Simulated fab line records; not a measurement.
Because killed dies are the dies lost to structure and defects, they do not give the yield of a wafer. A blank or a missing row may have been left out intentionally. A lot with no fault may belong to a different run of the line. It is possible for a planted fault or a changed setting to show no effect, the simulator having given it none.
fab line records -- flow nand_harc
record lots=5, wafers=15, last_day=33
route steps=1302 shown P_CONTACT@235 END@1302
lots that met no fault: taken from a fault-free run of the same line
start_h: start of the lot's first displayed wafer, in hours after the record's first day -- wait_h: time in hours since the lot's previous step -- " repeats the value in the row above -- L1.1+2: a row that stands for several wafers -- - no value present, or no start provided -- * or withheld: withheld -- < > ~ a bound
route shown NAME@n: names a module that has steps shown in the file, with the first one's number in the route -- usual: mean/standard deviation of fault-free wafers -- same: alike in all rows -- chamber/n: place in a boat -- sites: the reading at each site -- _std_site: how widely they spread, as a standard deviation -- _edge_site: inner sites' mean taken away from outer sites' mean -- radius_mm: how far each site lies from the wafer's centre -- mask NAME#n: copy n -- behind: tool/chamber where the wafer was last shaped -- hold: the reason the lot was held/the length of the hold in hours/how it ended -- device: the n, p or np transistor that did not switch -- end of line: the route-end tests of the same wafers -- a step with no rows: only its recipe -- killed: dies lost to structure and defects at the first sort, not the wafer's yield -- map: a wafer's dies, marking killed ones x, the rest . and places with no die _
set.NAME: the setting that was run; set.NAME@STEP: the one run at that earlier step -- model.NAME: the simulator's own value behind a step, which no gauge read
lots seen at some steps along the route; tables by step, rows by wafer
services: when a tool's chamber went out of use (start_h, in hours from the record's first day, below 0 if earlier), for how many hours, and the reason
## steps
# step NHARC_P_CONTACT_DESCUM_17
# recipe time_s=3, o2_flow_sccm=200, ar_flow_sccm=0, bias_power_w=0, chemistry=O2
# step NHARC_P_CONTACT_ETCH_35
# recipe target_depth_a=390, over_etch_frac=0.3, time_s=65, ion_energy_ev=80, cf4_flow_sccm=150, ar_flow_sccm=0, rf_w=300, bias_w=100, chemistry=CF4
# usual drypump_motor_current_A=5.7/0.47, oes_product_au=0.997/0.011, rf_vpp_V=151.4/1.2, showerhead_plenum_p_Torr=1.78/0.068, throttle_valve_pct=13.283/0.009
lot.wafer,tool,chamber,start_h,wait_h,drypump_motor_current_A,oes_product_au,rf_hours_counter_h,rf_vpp_V,showerhead_plenum_p_Torr,throttle_valve_pct
L392.3,rie_diel-13,3,151.96,0.1,6.4,0.993,3.6,153.1,1.84,13.278
L392.2,rie_diel-13,0,151.96,0.1,5.6,1.002,3.3,152.4,1.76,13.280
L392.1,rie_diel-13,1,151.96,0.1,4.8,1.008,3.0,151.8,1.87,13.279
L399.2,rie_diel-07,3,215.02,0.1,5.5,1.004,1.9,149.2,1.69,13.276
L399.4,rie_diel-07,0,215.02,0.1,6.4,0.987,2.0,150.8,1.67,13.276
L399.5,rie_diel-07,2,215.02,0.1,6.3,0.997,-,152.2,1.76,13.286
L403.3,rie_diel-07,2,261.61,0.1,6.4,0.997,3.1,152.0,1.76,13.269
L403.1,rie_diel-07,0,261.61,0.1,6.5,0.992,3.3,150.7,1.67,13.289
L403.6,rie_diel-07,2,261.61,0.1,6.4,0.994,-,151.7,1.76,13.269
L410.1,rie_diel-07,3,325.83,0.1,5.5,0.996,0.3,150.3,1.68,13.291
L410.3,rie_diel-07,1,325.83,0.1,5.9,1.001,0.6,151.5,1.90,13.284
L410.6,rie_diel-07,2,325.83,0.1,6.3,1.003,-,149.1,1.76,13.300
L412.1,rie_diel-01,0,345.60,0.1,5.2,1.006,9.1,153.1,1.87,13.281
L412.5,rie_diel-01,0,345.60,0.1,5.2,1.008,-,152.8,1.87,13.278
L412.6,rie_diel-01,1,345.60,0.1,5.8,1.004,-,152.6,1.78,13.294
# step NHARC_P_CONTACT_ETCH_36
# recipe target_depth_a=2600, over_etch_frac=0.25, time_s=406.25, ion_energy_ev=200, n2_flow_sccm=150, h2_flow_sccm=150, ar_flow_sccm=0, rf_w=400, bias_w=150, chemistry=N2/H2
# usual drypump_motor_current_A=5.7/0.46, oes_product_au=0.997/0.011, rf_vpp_V=431.2/2.4, showerhead_plenum_p_Torr=2.06/0.089, throttle_valve_pct=14.170/0.0088
lot.wafer,tool,chamber,start_h,wait_h,drypump_motor_current_A,oes_product_au,rf_hours_counter_h,rf_vpp_V,showerhead_plenum_p_Torr,throttle_valve_pct
L392.1,rie_diel-13,3,-,-,6.5,0.998,3.7,434.2,2.13,14.162
L392.3,rie_diel-13,0,-,-,5.6,1.013,3.4,429.8,2.03,14.174
L392.2,rie_diel-13,1,-,-,4.8,1.001,3.1,433.9,2.16,14.176
L399.4,rie_diel-07,1,-,-,5.9,1.003,2.0,435.9,2.20,14.185
L399.2,rie_diel-07,0,-,-,6.5,0.976,2.1,427.7,1.92,14.177
L399.5,rie_diel-07,2,-,-,6.4,0.994,-,432.2,2.03,14.179
L403.1,rie_diel-07,3,-,-,5.5,0.989,3.4,429.1,1.93,14.174
L403.3,rie_diel-07,0,-,-,6.5,1.000,3.3,427.7,1.92,14.177
L403.6,rie_diel-07,1,-,-,5.9,1.006,-,434.1,2.20,14.172
L410.3,rie_diel-07,1,-,-,5.9,1.006,0.6,434.7,2.20,14.158
L410.1,rie_diel-07,0,-,-,6.5,0.998,0.7,426.4,1.92,14.187
L410.6,rie_diel-07,2,-,-,6.3,1.005,-,431.3,2.03,14.154
L412.1,rie_diel-01,1,-,-,5.7,1.008,7.9,431.2,2.06,14.180
L412.6,rie_diel-01,3,-,-,6.2,0.994,-,427.9,1.95,14.167
L412.5,rie_diel-01,0,-,-,5.2,1.003,-,431.8,2.17,14.167
# step NHARC_P_CONTACT_ETCH_18
# recipe target_depth_a=4810, time_s=240.5, c4f8_flow_sccm=20, o2_flow_sccm=10, ar_flow_sccm=withheld, rf_w=600, bias_w=1500, chemistry=C4F8/O2/Ar
# usual oes_product_au=0.957/0.02, rf_vpp_V=979/5.6
lot.wafer,tool,chamber,start_h,wait_h,oes_product_au,rf_hours_counter_h,rf_vpp_V
L392.3,rie_diel-13,2,-,-,0.959,3.1,986
L392.2,rie_diel-13,3,-,-,0.941,3.9,985
L392.1,rie_diel-13,1,-,-,0.963,3.2,987
L399.2,rie_diel-07,3,-,-,0.966,2.1,972
L399.4,rie_diel-07,2,-,-,0.972,2.1,978
L399.5,rie_diel-07,0,-,-,0.953,-,970
L403.3,rie_diel-07,3,-,-,0.966,3.4,972
L403.1,rie_diel-07,1,-,-,0.958,3.5,988
L403.6,rie_diel-07,2,-,-,0.963,-,978
L410.1,rie_diel-07,0,-,-,0.961,0.8,969
L410.3,rie_diel-07,1,-,-,0.985,0.8,990
L410.6,rie_diel-07,3,-,-,0.968,-,972
L412.1,rie_diel-01,0,-,-,0.969,9.4,987
L412.6,rie_diel-01,3,-,-,0.924,-,974
L412.5,rie_diel-01,0,-,-,0.972,-,986
# step NHARC_P_CONTACT_STRIP_37
# recipe c4f8_flow_sccm=withheld, o2_flow_sccm=8, ar_flow_sccm=withheld, bias_w=0, chemistry=C4F8/O2/Ar
# step NHARC_P_CONTACT_ETCH_31
# recipe target_depth_a=300, time_s=85.7, ion_energy_ev=120, over_etch_frac=1, ch3f_flow_sccm=50, o2_flow_sccm=30, ar_flow_sccm=200, rf_w=500, bias_w=100, chemistry=CH3F/O2
# step NHARC_P_CONTACT_CD_MEAS_19
# usual cd_nm=88.5/1.6
lot.wafer,tool,chamber,start_h,wait_h,cd_nm
L392.1,cd_sem-01,-,152.74,-,88.3
L392.2,cd_sem-01,-,152.74,-,85.3
L392.3,cd_sem-01,-,152.74,-,87.0
L399.2,cd_sem-03,-,215.80,-,90.9
L399.4,cd_sem-03,-,215.80,-,90.6
L399.5,cd_sem-03,-,215.80,-,91.5
L403.1,cd_sem-02,-,262.38,-,88.5
L403.3,cd_sem-02,-,262.38,-,92.1
L403.6,cd_sem-02,-,262.38,-,92.8
L410.1,cd_sem-03,-,326.61,-,86.6
L410.3,cd_sem-03,-,326.61,-,88.9
L410.6,cd_sem-03,-,326.61,-,89.7
L412.1,cd_sem-02,-,346.39,-,89.5
L412.5,cd_sem-02,-,346.39,-,89.9
L412.6,cd_sem-02,-,346.39,-,86.3
# step NHARC_P_CONTACT_STRIP_28
# recipe o2_flow_sccm=500, ar_flow_sccm=0, bias_w=0, chemistry=O2
# usual drypump_motor_current_A=5.7/0.45, oes_product_au=0.996/0.011, rf_vpp_V=58.0/0.87, showerhead_plenum_p_Torr=3.58/0.14, throttle_valve_pct=17.036/0.0089
lot.wafer,tool,chamber,start_h,wait_h,drypump_motor_current_A,oes_product_au,rf_hours_counter_h,rf_vpp_V,showerhead_plenum_p_Torr,throttle_valve_pct
L392.1,rie_diel-07,1,152.81,0.1,5.9,0.988,0.7,56.9,3.79,17.047
L392.2,rie_diel-07,2,152.81,0.1,6.4,1.004,0.6,57.6,3.51,17.047
L392.3,rie_diel-07,3,152.81,0.1,5.5,0.991,0.6,57.7,3.36,17.028
L399.4,rie_diel-01,2,215.91,0.1,5.5,0.976,0.0,58.3,3.46,17.028
L399.2,rie_diel-01,0,215.91,0.1,5.2,0.998,0.0,58.7,3.73,17.039
L399.5,rie_diel-01,1,215.91,0.1,5.7,0.999,-,57.2,3.56,17.035
L403.1,rie_diel-01,1,262.48,0.1,5.8,0.996,1.9,56.8,3.56,17.029
L403.3,rie_diel-01,2,262.48,0.1,5.5,0.984,3.5,57.5,3.46,17.035
L403.6,rie_diel-01,1,262.48,0.1,5.7,0.994,-,58.2,3.56,17.043
L410.1,rie_diel-01,0,326.69,0.1,5.2,0.994,6.8,58.5,3.73,17.038
L410.3,rie_diel-01,2,326.69,0.1,5.5,0.987,-,57.7,3.45,17.054
L410.6,rie_diel-01,0,326.69,0.1,5.2,0.995,-,57.8,3.73,17.033
L412.1,rie_diel-01,0,346.51,0.1,5.3,1.016,9.5,56.8,3.73,17.047
L412.6,rie_diel-01,1,346.51,0.1,5.8,1.019,-,57.9,3.56,17.037
L412.5,rie_diel-01,2,346.51,0.1,5.5,0.968,-,57.7,3.45,17.033
# step NHARC_P_CONTACT_STRIP_29
# recipe time_s=1200, temp_c=72.5, chemistry=post_etch_residue_remover
# step NHARC_P_CONTACT_DEGAS_38
# recipe temp_c=300, time_s=60
# step NHARC_P_CONTACT_PRE_CLEAN_39
# recipe time_s=19.5, bias_v=250, gas=Ar
# step NHARC_P_CONTACT_PVD_32
# recipe target_thk_a=50, chamber_pressure_pa=5, power_w=5000, substrate_temp_c=200, time_s=17.7, material=Ti
# step NHARC_P_CONTACT_ALD_22
# recipe target_thk_a=30, pulse_time_s=1, ald_cycles=150, temp_c=450, material=TiN
# usual ald_cycles=150/0, heater_power_outer_w=678/74, heater_power_w=1060/110, precursor_pulse_height_rel=1.001/0.018
lot.wafer,tool,chamber,start_h,wait_h,ald_cycles,heater_power_outer_w,heater_power_w,precursor_pulse_height_rel
L392.2,ald_metal-01,3,153.70,-,150,726,1120,1.006
L392.1,ald_metal-01,1,153.70,-,150,649,972,0.998
L392.3,ald_metal-01,2,153.70,-,150,613,1088,1.001
L399.4,ald_metal-01,1,216.79,-,150,613,912,1.004
L399.2,ald_metal-01,3,216.79,-,150,708,1079,0.981
L399.5,ald_metal-01,0,216.79,-,150,820,1083,1.001
L403.3,ald_metal-01,1,263.34,-,150,629,970,0.992
L403.1,ald_metal-01,0,263.34,-,150,807,1070,1.003
L403.6,ald_metal-01,2,263.34,-,76,618,1060,0.976
L410.1,ald_metal-03,3,327.66,-,150,685,1090,1.001
L410.3,ald_metal-03,1,327.66,-,150,679,1097,1.024
L410.6,ald_metal-03,3,327.66,-,150,673,1066,1.019
L412.1,ald_metal-01,3,347.38,-,150,719,1140,0.995
L412.6,ald_metal-01,1,347.38,-,150,620,948,0.997
L412.5,ald_metal-01,2,347.38,-,150,605,1061,0.950
# step NHARC_P_CONTACT_CVD_23
# recipe target_thk_a=2000, temp_c=300, pressure_torr=40, wf6_flow_sccm=40, h2_flow_sccm=1600, ar_flow_sccm=1560, time_s=557, material=W
# usual heater_power_outer_w=272/17, heater_power_w=478/52, throttle_valve_pct=7.96/0.26
lot.wafer,tool,chamber,start_h,wait_h,heater_power_outer_w,heater_power_w,throttle_valve_pct
L392.2,cvd_w-02,0,-,-,273,491,7.80
L392.1,cvd_w-02,1,-,-,248,419,8.21
L392.3,cvd_w-02,1,-,-,256,412,8.15
L399.2,cvd_w-01,1,-,-,291,545,7.84
L399.4,cvd_w-01,0,-,-,272,483,7.73
L399.5,cvd_w-01,1,-,-,298,544,8.02
L403.1,cvd_w-01,0,-,-,281,461,7.79
L403.3,cvd_w-01,0,-,-,283,493,7.73
L403.6,cvd_w-01,1,-,-,287,551,8.23
L410.1,cvd_w-02,1,-,-,250,400,8.24
L410.3,cvd_w-02,0,-,-,262,451,8.03
L410.6,cvd_w-02,1,-,-,249,399,8.21
L412.1,cvd_w-02,0,-,-,266,460,7.92
L412.5,cvd_w-02,0,-,-,270,465,8.13
L412.6,cvd_w-02,1,-,-,248,396,8.19
# step NHARC_END_SORT_01
# recipe temp_c=25
# usual killed_at_array=55/23, killed_at_other=1.0/1.2, killed_at_periphery=3.2/2.7, killed_dies=59/23, killed_open=3.1/1.6, killed_short=2.2/1.5
# same gross_dies=677
lot.wafer,tool,chamber,start_h,wait_h,hold,killed_at_array,killed_at_other,killed_at_periphery,killed_dies,killed_open,killed_short
L399.2,prober-02,0,650.44,2.8,-,74,1,7,82,2,4
L399.4,prober-02,0,652.06,3.4,-,85,2,2,89,5,2
L399.5,prober-02,0,652.87,3.7,-,80,2,5,87,2,2
L403.1,prober-02,0,698.61,6.3,await_dispo/8.4h/release,54,2,13,69,1,2
L403.3,prober-02,0,700.21,6.9,await_dispo/8.4h/release,57,4,2,63,6,0
L403.6,prober-02,0,702.61,7.8,await_dispo/8.4h/release,58,2,617,677,5,1
L410.1,prober-02,0,772.15,2.5,-,60,2,3,65,4,0
L410.3,prober-02,0,773.76,3.1,-,54,2,0,56,1,4
L410.6,prober-02,0,776.18,4.0,-,49,0,1,50,2,2
L412.1,prober-01,0,777.60,2.5,-,36,0,1,37,4,2
L412.5,prober-01,0,780.76,3.7,-,33,0,3,36,2,4
L412.6,prober-01,0,781.54,3.9,-,39,0,2,41,6,1
# killed by level:class
L399.2 A_SLIT:chamber_film_flake=29 A_CHANNEL_HOLE_D1:chamber_film_flake=27 A_CHANNEL_HOLE_D2:chamber_film_flake=7 P_GATE:chamber_film_flake=3 A_CHANNEL_FILL_D2:geometric_particle:short=2 P_STI:chamber_film_flake=2 A_CONTACT:chamber_film_flake=2 A_M1:chamber_film_flake=2
L399.4 A_CHANNEL_HOLE_D1:chamber_film_flake=34 A_SLIT:chamber_film_flake=26 A_CHANNEL_HOLE_D2:chamber_film_flake=9 A_CHANNEL_FILL_D1:chamber_film_flake=3 A_STAIRCASE:chamber_film_flake=3 A_M1:chamber_film_flake=2 THIN_TSV:chamber_film_flake=2 P_M1:geometric_particle:open=1
L399.5 A_CHANNEL_HOLE_D1:chamber_film_flake=34 A_SLIT:chamber_film_flake=26 A_CHANNEL_HOLE_D2:chamber_film_flake=8 A_WL_FILL:chamber_film_flake=3 P_STI:chamber_film_flake=2 A_CONTACT:chamber_film_flake=2 THIN_TSV:chamber_film_flake=2 A_SOURCE_PLATE:geometric_particle:short=1
L403.1 A_CHANNEL_HOLE_D1:chamber_film_flake=34 A_STAIRCASE:chamber_film_flake=8 P_GATE:chamber_film_flake=5 A_CHANNEL_HOLE_D2:chamber_film_flake=4 P_M0:chamber_film_flake=3 A_CONTACT:chamber_film_flake=3 P_ZERO_WELL:chamber_film_flake=2 P_M2:chamber_film_flake=2
L403.3 A_CHANNEL_HOLE_D1:chamber_film_flake=31 A_SLIT:chamber_film_flake=7 A_CONTACT:chamber_film_flake=4 THIN_TSV:chamber_film_flake=4 A_CHANNEL_HOLE_D2:chamber_film_flake=3 A_STAIRCASE:chamber_film_flake=3 A_DECK1_JOINT:geometric_particle:open=2 P_GATE:chamber_film_flake=2
L403.6 P_CONTACT:area_ald=611 A_CHANNEL_HOLE_D1:chamber_film_flake=35 A_SLIT:chamber_film_flake=4 A_STAIRCASE:chamber_film_flake=4 A_CONTACT:chamber_film_flake=4 P_GATE:chamber_film_flake=2 A_M1:chamber_film_flake=2 A_BONDPAD:chamber_film_flake=2
L410.1 A_SLIT:chamber_film_flake=31 A_STAIRCASE:chamber_film_flake=10 A_CONTACT:chamber_film_flake=10 A_CHANNEL_HOLE_D1:unspecified=3 A_CHANNEL_HOLE_D2:chamber_film_flake=2 THIN_TSV:chamber_film_flake=2 P_CONTACT:geometric_particle:open=1 A_CHANNEL_FILL_D1:geometric_particle:open=1
L410.3 A_SLIT:chamber_film_flake=35 A_CONTACT:chamber_film_flake=8 A_STAIRCASE:chamber_film_flake=6 A_ONON_D1:geometric_particle:short=1 A_CHANNEL_HOLE_D1:geometric_particle:short=1 A_BLC:geometric_particle:short=1 STARTING-WAFER:geometric_particle:open=1 STARTING-WAFER:geometric_particle:short=1
L410.6 A_SLIT:chamber_film_flake=24 A_CONTACT:chamber_film_flake=11 A_CHANNEL_HOLE_D1:unspecified=5 A_STAIRCASE:chamber_film_flake=5 P_GATE:geometric_particle:open=1 A_CHANNEL_HOLE_D1:geometric_particle:short=1 A_ONON_D2:geometric_particle:open=1 A_SLIT:geometric_particle:short=1
L412.1 A_CHANNEL_HOLE_D1:chamber_film_flake=16 A_SLIT:chamber_film_flake=10 A_CONTACT:chamber_film_flake=3 P_M2:geometric_particle:open=1 A_ONON_D1:geometric_particle:open=1 A_CHANNEL_FILL_D1:geometric_particle:short=1 A_ONON_D2:geometric_particle:short=1 A_CHANNEL_FILL_D2:geometric_particle:open=1
L412.5 A_CHANNEL_HOLE_D1:chamber_film_flake=16 A_SLIT:chamber_film_flake=10 A_SGD_CUT:chamber_film_flake=2 P_STI:geometric_particle:short=1 P_GATE:geometric_particle:open=1 A_CHANNEL_FILL_D1:geometric_particle:short=1 A_ONON_D2:geometric_particle:short=1 A_ONON_D2:geometric_particle:open=1
L412.6 A_CHANNEL_HOLE_D1:chamber_film_flake=21 A_SLIT:chamber_film_flake=6 A_CONTACT:chamber_film_flake=4 A_WL_FILL:geometric_particle:open=2 P_M2:geometric_particle:open=1 A_SOURCE_PLATE:geometric_particle:open=1 A_CHANNEL_HOLE_D1:geometric_particle:open=1 A_SGD_CUT:geometric_particle:open=1
# map L403.6 (x killed, . not)
____________x____________
_________xxxxxxx_________
_______xxxxxxxxxxx_______
______xxxxxxxxxxxxx______
_____xxxxxxxxxxxxxxx_____
____xxxxxxxxxxxxxxxxx____
____xxxxxxxxxxxxxxxxx____
___xxxxxxxxxxxxxxxxxxx___
___xxxxxxxxxxxxxxxxxxx___
__xxxxxxxxxxxxxxxxxxxxx__
__xxxxxxxxxxxxxxxxxxxxx__
_xxxxxxxxxxxxxxxxxxxxxxx_
_xxxxxxxxxxxxxxxxxxxxxxx_
_xxxxxxxxxxxxxxxxxxxxxxx_
_xxxxxxxxxxxxxxxxxxxxxxx_
_xxxxxxxxxxxxxxxxxxxxxxx_
xxxxxxxxxxxxxxxxxxxxxxxxx
xxxxxxxxxxxxxxxxxxxxxxxxx
xxxxxxxxxxxxxxxxxxxxxxxxx
xxxxxxxxxxxxxxxxxxxxxxxxx
xxxxxxxxxxxxxxxxxxxxxxxxx
_xxxxxxxxxxxxxxxxxxxxxxx_
_xxxxxxxxxxxxxxxxxxxxxxx_
_xxxxxxxxxxxxxxxxxxxxxxx_
_xxxxxxxxxxxxxxxxxxxxxxx_
_xxxxxxxxxxxxxxxxxxxxxxx_
__xxxxxxxxxxxxxxxxxxxxx__
__xxxxxxxxxxxxxxxxxxxxx__
___xxxxxxxxxxxxxxxxxxx___
___xxxxxxxxxxxxxxxxxxx___
____xxxxxxxxxxxxxxxxx____
____xxxxxxxxxxxxxxxxx____
_____xxxxxxxxxxxxxxx_____
______xxxxxxxxxxxxx______
_______xxxxxxxxxxx_______
_________xxxxxxx_________
____________x____________
# map L392.1 (x killed, . not)
____________.____________
_________......._________
_______.........x._______
______.............______
_____..............._____
____.................____
____..........x..x...____
___...................___
___x........xx..x.....___
__............x.xx.....__
__...........xxx.x.....__
_.........x.x.xxxx......_
_............xxxxxx....._
_.........x..xxxxx......_
_...........x.x..x......_
_...........x..xx......._
.x...........x...x.......
..............x..x.......
.........................
.........................
...........x..xx.........
_......................._
_......................x_
_...........xxx..x......_
_............x.x........_
_............xxxx.x....._
__.....x.....xxxxx.....__
__............xxx.x....__
___.........xxxxx.....___
___........xx....x....___
____.........xx......____
____...........x.....____
_____........x..x..._____
______.............______
_______..........._______
_________......._________
____________.____________
## services
tool,chamber,start_h,hours,kind
rie_diel-13,1,131.68,4.8,repair
ald_metal-03,-,134.24,1.1,repair
rie_diel-13,-,165.00,9.0,pm
rie_diel-07,-,167.71,1.0,repair
ald_metal-01,-,170.00,10.0,pm
cvd_w-01,-,185.20,13.0,pm
rie_diel-01,-,186.22,0.5,repair
rie_diel-13,2,196.21,16.4,repair
rie_diel-01,-,203.91,9.0,pm
ald_metal-03,-,212.00,10.0,pm
rie_diel-01,1,219.52,18.4,repair
rie_diel-01,0,243.00,4.4,repair
rie_diel-07,2,253.62,6.0,repair
rie_diel-13,3,267.09,18.9,repair
rie_diel-07,2,267.68,3.7,repair
cvd_w-02,-,269.03,13.0,pm
rie_diel-07,-,294.20,9.0,pm
cvd_w-02,1,303.73,7.1,repair
rie_diel-07,3,304.47,6.8,repair
cvd_w-02,0,310.59,6.7,repair
rie_diel-01,3,319.09,25.3,repair
rie_diel-01,1,320.48,6.3,repair
rie_diel-07,2,339.42,6.1,repair
rie_diel-13,-,342.00,9.0,pm
## key
first_sign step=NHARC_P_CONTACT_ALD_22, reading=ald_cycles, direction=down, sigmas=99+, usual=150, struck=76
effect step=NHARC_END_SORT_01, reading=killed_at_periphery, direction=up, sigmas=99+, usual=3.2, struck=617
more_kills_born_at NHARC_P_CONTACT_ALD_22@ald_metal-01=611
met_at NHARC_P_CONTACT_ALD_22
struck_wafers L403.6
later_rows_left_out L403.6
tester_left_out L403
onset_between 216.79 263.34
fault kind=process_parameter_drift, tool=ald_metal-01, chamber=-, onset_h=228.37, steps=NHARC_P_CONTACT_ALD_22, channel=ald_cycles, offset=-74, shape=step, end_h=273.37, scope=struck_wafers_only, acts_in=these_recipes_only, stated=150
# tester_left_out: of these lots the tester's yield and bins aren't shown, on N5 and GAA mostly nor the transistor test; their killed dies are dies lost to structure and defects alone, not to doping, threshold or leakage, so they don't give the yield
# later_rows_left_out: the simulator's readings of these wafers behind a module that went badly wrong aren't trusted and aren't shown, but for the sort
